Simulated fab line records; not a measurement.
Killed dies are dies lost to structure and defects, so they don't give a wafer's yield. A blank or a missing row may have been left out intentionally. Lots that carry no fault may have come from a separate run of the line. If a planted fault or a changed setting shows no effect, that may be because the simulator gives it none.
fab line records	flow nand_harc
record: lots: 13	wafers: 39	last_day: 33
route steps=1302 shown P_M0@268 END@1302
lots untouched by any fault: they come from a run of this same line in which no faults occurred
start_h: hours from the record's first day to the start of the lot's first wafer shown	wait_h: hours elapsed since this lot's preceding step	" identical to the entry in the row above	L1.1+2: a single row standing in for several wafers	- no value, or no start was given	* or withheld: withheld	< > ~ a bound
route shown NAME@n: a module of which the file shows steps, and the number in the route of the first	usual: average and standard deviation across the fault-free wafers	same: alike in all rows	chamber/n: place in a boat	sites: each site's reading	_std_site: their standard deviation	_edge_site: mean of outer sites minus mean of inner sites	radius_mm: how far each site lies from the wafer's centre	mask NAME#n: copy n	behind: the last tool/chamber to shape the wafer	hold: why the lot was held/for how many hours/how that ended	device: which transistor (n, p or np) failed to switch	end of line: the route-end tests of the same wafers	a step with no rows: only its recipe	killed: not the wafer's yield, but the dies lost to structure and defects at the first sort	map: shows each die of a wafer: x if killed, . if not, _ if none is there
set.NAME: the setting as run; set.NAME@STEP: as run at that earlier step	model.NAME: the simulator's own value behind a step, which no gauge read
steps of the route over a sample of lots; a table a step, a row a wafer
services: from which hour (start_h, from the record's first day; less than 0 if before it) a tool's chamber was out of use, for how many hours, and why
== steps ==
step: NHARC_P_M0_ETCH_15
recipe: target_depth_a: 1500	overetch_a: 150	time_s: 82.5	c4f8_flow_sccm: withheld	ar_flow_sccm: 400	rf_w: 600	bias_w: 300	chemistry: C4F8/Ar
usual: bias_w: 300.0/0.9	oes_product_au: 0.955/0.016	rf_vpp_V: 440.1/2.3
same: time_s: 82.5
lot.wafer	tool	chamber	start_h	wait_h	bias_w	oes_product_au	rf_hours_counter_h	rf_vpp_V
L912.2	rie_diel-12	2	-	-	299.6	0.938	5	442.4
L912.5	"	2	"	"	299.0	0.955	-	441.7
L912.6	"	3	"	"	301.0	0.945	-	438.4
L913.2	rie_diel-12	1	-	-	299.6	0.919	9	438.8
L913.1	"	2	"	"	299.8	0.911	9	443.5
L913.6	"	1	"	"	300.7	0.914	-	437.5
L914.1	rie_diel-12	2	-	-	300.1	0.947	10	443.0
L914.3	"	0	"	"	299.6	0.971	7	439.4
L914.5	"	3	"	"	299.9	0.952	-	437.9
L915.2	rie_diel-12	3	-	-	299.5	0.977	8	440.0
L915.4	"	0	"	"	299.2	0.972	8	442.0
L915.3	"	1	"	"	299.6	0.959	10	437.6
L917.3	rie_diel-09	2	-	-	300.8	0.970	11	438.6
L917.6	"	3	"	"	300.6	0.960	-	443.9
L917.5	"	0	"	"	299.0	0.926	-	438.3
L918.4	rie_diel-12	0	-	-	300.8	0.926	13	440.4
L918.5	"	1	"	"	299.7	0.952	-	437.7
L918.6	"	2	"	"	300.4	0.955	-	442.3
L925.1	rie_diel-08	1	-	-	301.4	0.947	21	445.6
L925.6	"	2	"	"	298.2	0.962	-	436.0
L925.5	"	3	"	"	299.6	0.951	-	439.1
L927.4	rie_diel-12	3	-	-	297.8	0.955	1	439.4
L927.1	"	2	"	"	300.5	0.977	1	441.0
L927.6	"	3	"	"	298.1	0.962	-	437.7
L928.2	rie_diel-12	0	-	-	301.1	0.965	2	440.3
L928.3	"	1	"	"	299.9	0.950	3	438.3
L928.6	"	2	"	"	299.5	0.937	-	441.0
L930.4	rie_diel-08	3	-	-	300.1	0.939	37	439.7
L930.6	"	3	"	"	300.3	0.934	-	438.2
L930.5	"	0	"	"	298.6	0.932	-	441.9
L931.4	rie_diel-12	3	-	-	299.7	0.968	9	438.5
L931.1	"	0	"	"	300.7	0.999	8	440.6
L931.6	"	1	"	"	299.0	0.956	-	439.2
L932.3	rie_diel-09	1	-	-	300.7	0.951	2	445.3
L932.1	"	3	"	"	299.3	0.968	2	443.1
L932.6	"	1	"	"	298.7	0.950	-	445.9
L933.4	rie_diel-12	2	-	-	299.4	0.954	12	441.5
L933.1	"	0	"	"	301.4	0.966	11	439.9
L933.6	"	3	"	"	300.3	0.978	-	438.2
step: NHARC_P_M0_PVD_21
recipe: target_thk_a: 300	chamber_pressure_pa: 5	power_w: 5000	substrate_temp_c: 30	time_s: 20.49	material: Cu
usual: throttle_valve_pct: 30.4/0.88
same: time_s: 20.49
lot.wafer	tool	chamber	start_h	wait_h	throttle_valve_pct
L912.2	pvd_sputter-03	-	-	-	31.1
L912.5	"	-	"	"	28.1
L912.6	"	-	"	"	30.4
L913.2	pvd_sputter-03	-	-	-	30.9
L913.1	"	-	"	"	28.1
L913.6	"	-	"	"	30.3
L914.1	pvd_sputter-03	-	-	-	30.6
L914.3	"	-	"	"	30.2
L914.5	"	-	"	"	28.3
L915.2	pvd_sputter-01	-	-	-	31.8
L915.4	"	-	"	"	29.8
L915.3	"	-	"	"	29.4
L917.3	pvd_sputter-02	-	-	-	31.1
L917.6	"	-	"	"	31.3
L917.5	"	-	"	"	31.5
L918.4	pvd_sputter-03	-	-	-	30.8
L918.6	"	-	"	"	29.7
L918.5	"	-	"	"	30.2
L925.1	pvd_sputter-01	-	-	-	30.3
L925.6	"	-	"	"	29.5
L925.5	"	-	"	"	30.3
L927.1	pvd_sputter-03	-	-	-	30.2
L927.4	"	-	"	"	30.8
L927.6	"	-	"	"	29.6
L928.3	pvd_sputter-02	-	-	-	31.0
L928.2	"	-	"	"	32.4
L928.6	"	-	"	"	30.7
L930.4	pvd_sputter-02	-	-	-	31.7
L930.5	"	-	"	"	30.2
L930.6	"	-	"	"	31.8
L931.4	pvd_sputter-03	-	-	-	29.7
L931.1	"	-	"	"	30.9
L931.6	"	-	"	"	30.6
L932.3	pvd_sputter-01	-	-	-	30.9
L932.1	"	-	"	"	29.7
L932.6	"	-	"	"	29.4
L933.4	pvd_sputter-02	-	-	-	31.7
L933.1	"	-	"	"	30.5
L933.6	"	-	"	"	31.8
step: NHARC_P_M0_ECD_22
recipe: target_thk_a: 4000	bath_temp_c: 25	material: Cu
lot.wafer	tool	chamber	start_h	wait_h
L912.2+5+6	ecd_cu-02	0,0,1	131.47	-
L913.1+2+6	ecd_cu-02	0,1,1	153.03	-
L914.1+3+5	ecd_cu-02	1	158.22	-
L915.2+4+3	ecd_cu-02	0,1,0	161.92	-
L917.3+5+6	ecd_cu-01	1,1,0	188.15	-
L918.4+5+6	ecd_cu-02	0,0,1	190.37	-
L925.1+6+5	ecd_cu-01	0,1,0	268.39	-
L927.1+4+6	ecd_cu-02	0,1,0	283.21	-
L928.2+3+6	ecd_cu-01	1	294.40	-
L930.4+5+6	ecd_cu-01	0,0,1	318.86	-
L931.1+4+6	ecd_cu-01	0,1,1	325.34	-
L932.1+3+6	ecd_cu-02	0,1,1	340.36	-
L933.1+4+6	ecd_cu-02	1,0,0	343.00	-
step: NHARC_P_M0_CMP_23
recipe: t_overpolish_s: 20	target_thk_nm: 117.54
usual: motor_current_A: 11.8/0.94	slurry_flow_ml_min: 150.0/0.46	time_to_endpoint_s: 28/3.6
lot.wafer	tool	chamber	start_h	wait_h	motor_current_A	slurry_flow_ml_min	time_to_endpoint_s
L912.2	cmp-04	0	132.30	-	12.2	150.1	30
L912.5	"	1	"	"	12.8	150.1	29
L912.6	"	2	"	"	11.2	148.9	29
L913.1	cmp-04	1	153.81	-	13.1	150.1	25
L913.2	"	2	"	"	11.2	149.9	25
L913.6	"	3	"	"	10.1	149.0	24
L914.3	cmp-04	1	158.95	-	13.3	149.7	24
L914.1	"	2	"	"	11.5	151.0	28
L914.5	"	0	"	"	11.8	149.7	24
L915.3	cmp-04	3	162.62	-	10.8	150.2	24
L915.4	"	1	"	"	13.2	151.0	11
L915.2	"	2	"	"	10.6	149.4	28
L917.3	cmp-02	1	188.80	-	12.7	150.4	30
L917.6	"	0	"	"	11.0	149.7	25
L917.5	"	1	"	"	12.8	149.6	30
L918.4	cmp-04	2	191.08	-	11.9	150.2	13
L918.6	"	3	"	"	11.0	149.8	24
L918.5	"	0	"	"	11.9	150.0	9
L925.1	cmp-02	0	269.12	-	11.3	149.9	24
L925.6	"	2	"	"	12.1	149.9	28
L925.5	"	3	"	"	12.0	150.7	30
L927.1	cmp-02	1	283.94	-	13.6	149.3	30
L927.4	"	2	"	"	12.4	150.0	25
L927.6	"	3	"	"	11.9	149.6	29
L928.2	cmp-02	3	295.13	-	12.4	150.6	31
L928.3	"	2	"	"	11.6	149.9	27
L928.6	"	0	"	"	10.2	149.5	24
L930.4	cmp-02	2	319.48	-	12.3	150.1	28
L930.5	"	2	"	"	11.6	149.9	32
L930.6	"	3	"	"	12.2	150.4	35
L931.1	cmp-01	0	326.04	-	12.9	150.5	28
L931.4	"	2	"	"	11.5	149.7	27
L931.6	"	3	"	"	10.9	149.8	35
L932.3	cmp-01	3	341.11	-	10.3	150.2	35
L932.1	"	0	"	"	13.2	149.8	30
L932.6	"	2	"	"	12.6	149.8	27
L933.1	cmp-04	3	343.67	-	10.5	149.7	24
L933.4	"	1	"	"	12.8	150.1	21
L933.6	"	3	"	"	10.4	149.5	20
step: NHARC_P_M0_PRE_CLEAN_31
recipe: time_s: 12	temp_c: 370	rf_power_w: 300	gas: NH3
usual: heater_power_w: 632/67
same: time_s: 12
lot.wafer	tool	chamber	start_h	wait_h	heater_power_w
L912.2	pecvd-02	1	132.76	0.1	525
L912.5	"	1	"	"	540
L912.6	"	0	"	"	585
L913.1	pecvd-02	0	154.30	0.1	620
L913.2	"	2	"	"	645
L913.6	"	0	"	"	624
L914.3	pecvd-02	1	159.43	0.1	619
L914.1	"	0	"	"	606
L914.5	"	1	"	"	613
L915.2	pecvd-01	2	163.17	0.1	611
L915.3	"	1	"	"	554
L915.4	"	1	"	"	563
L917.3	pecvd-01	2	189.31	0.1	654
L917.6	"	0	"	"	669
L917.5	"	1	"	"	616
L918.5	pecvd-01	1	191.59	0.1	592
L918.4	"	2	"	"	660
L918.6	"	0	"	"	633
L925.1	pecvd-01	1	269.62	0.1	648
L925.5	"	0	"	"	628
L925.6	"	1	"	"	653
L927.1	pecvd-02	0	284.42	0.1	633
L927.4	"	1	"	"	592
L927.6	"	2	"	"	635
L928.2	pecvd-04	1	295.67	0.1	806
L928.3	"	0	"	"	676
L928.6	"	2	"	"	571
L930.6	pecvd-04	1	320.06	0.1	722
L930.5	"	2	"	"	578
L930.4	"	0	"	"	701
L931.1	pecvd-01	2	326.57	0.1	649
L931.4	"	1	"	"	616
L931.6	"	0	"	"	607
L932.1	pecvd-04	2	341.63	0.1	530
L932.3	"	0	"	"	663
L932.6	"	2	"	"	529
L933.1	pecvd-02	2	344.22	0.1	684
L933.6	"	2	"	"	670
L933.4	"	0	"	"	633
step: NHARC_END_SORT_01
recipe: temp_c: 25
usual: defect_limited_yield: 90.6/2.9	killed_at_array: 59/20	killed_at_other: 0.8/1.2	killed_at_periphery: 3.5/2.2	killed_dies: 63/20	killed_open: 3.3/1.8	killed_short: 2.6/1.7
same: gross_dies: 677
lot.wafer	tool	chamber	start_h	wait_h	defect_limited_yield[%]	killed_at_array	killed_at_other	killed_at_periphery	killed_dies	killed_open	killed_short
L927.1	prober-02	0	709.96	2.5	87.3	83	0	3	86	6	4
L927.4	prober-02	0	712.37	3.4	88.0	70	1	10	81	4	6
L927.6	prober-02	0	713.97	4.0	88.3	73	0	6	79	5	2
killed by level:class
L927.1 A_SLIT:chamber_film_flake=26 A_CHANNEL_HOLE_D2:chamber_film_flake=14 A_CONTACT:chamber_film_flake=13 A_CHANNEL_HOLE_D1:chamber_film_flake=10 A_STAIRCASE:chamber_film_flake=9 A_M0:geometric_particle:open=3 A_ONON_D1:geometric_particle:short=1 A_CHANNEL_FILL_D1:geometric_particle:short=1
L927.4 A_SLIT:chamber_film_flake=27 A_CHANNEL_HOLE_D2:chamber_film_flake=22 P_M2:chamber_film_flake=7 A_CONTACT:chamber_film_flake=7 A_STAIRCASE:chamber_film_flake=4 A_SOURCE_PLATE:geometric_particle:short=2 A_CHANNEL_HOLE_D1:chamber_film_flake=2 P_CONTACT:geometric_particle:short=1
L927.6 A_SLIT:chamber_film_flake=29 A_CHANNEL_HOLE_D2:chamber_film_flake=19 A_STAIRCASE:chamber_film_flake=7 A_CHANNEL_HOLE_D1:chamber_film_flake=5 A_CONTACT:chamber_film_flake=5 P_M2:chamber_film_flake=3 A_M0:geometric_particle:open=2 P_GATE:chamber_film_flake=2
== services ==
tool	chamber	start_h	hours	kind
cmp-04	-	111.10	4.0	pm
pvd_sputter-03	-	120.28	3.3	repair
rie_diel-12	2	121.29	4.2	repair
pecvd-01	-	130.28	13.0	pm
cmp-02	-	134.50	4.0	pm
cmp-02	-	140.93	1.3	repair
cmp-04	-	143.98	8.0	repair
cmp-02	-	157.58	1.7	repair
pecvd-01	-	159.19	0.3	repair
ecd_cu-01	-	160.00	8.0	pm
cmp-02	-	162.37	1.1	repair
pvd_sputter-03	-	170.14	10.0	pm
cmp-02	-	177.63	3.9	repair
ecd_cu-01	-	195.15	1.5	repair
cmp-04	-	209.10	4.0	pm
pecvd-02	-	224.38	0.8	repair
ecd_cu-02	-	244.28	8.0	pm
cmp-04	-	262.07	1.1	repair
rie_diel-12	-	268.45	9.0	pm
pvd_sputter-03	-	281.20	0.9	repair
ecd_cu-02	-	302.51	2.2	repair
cmp-04	-	307.21	4.0	pm
rie_diel-12	0	320.12	4.0	repair
rie_diel-12	-	336.01	3.4	repair
== key ==
first_sign: step: NHARC_P_M0_CMP_23	reading: time_to_endpoint_s	direction: down	sigmas: 4.7	usual: *	struck: *
effect none on later readings
met_at NHARC_P_M0_ECD_22
struck_lots L915,L918
struck_wafers L915.4,L918.4,L918.5
not_acting_at NHARC_P_M0_ETCH_15,NHARC_P_M0_PVD_21,NHARC_P_M0_PRE_CLEAN_31
onset_between 158.22 161.92
fault: kind: process_parameter_drift	tool: ecd_cu-02	chamber: -	onset_h: 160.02	steps: NHARC_P_M0_ECD_22	channel: target_thk_a	offset: *	shape: step	end_h: 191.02	scope: struck_wafers_only	acts_in: *	stated: *
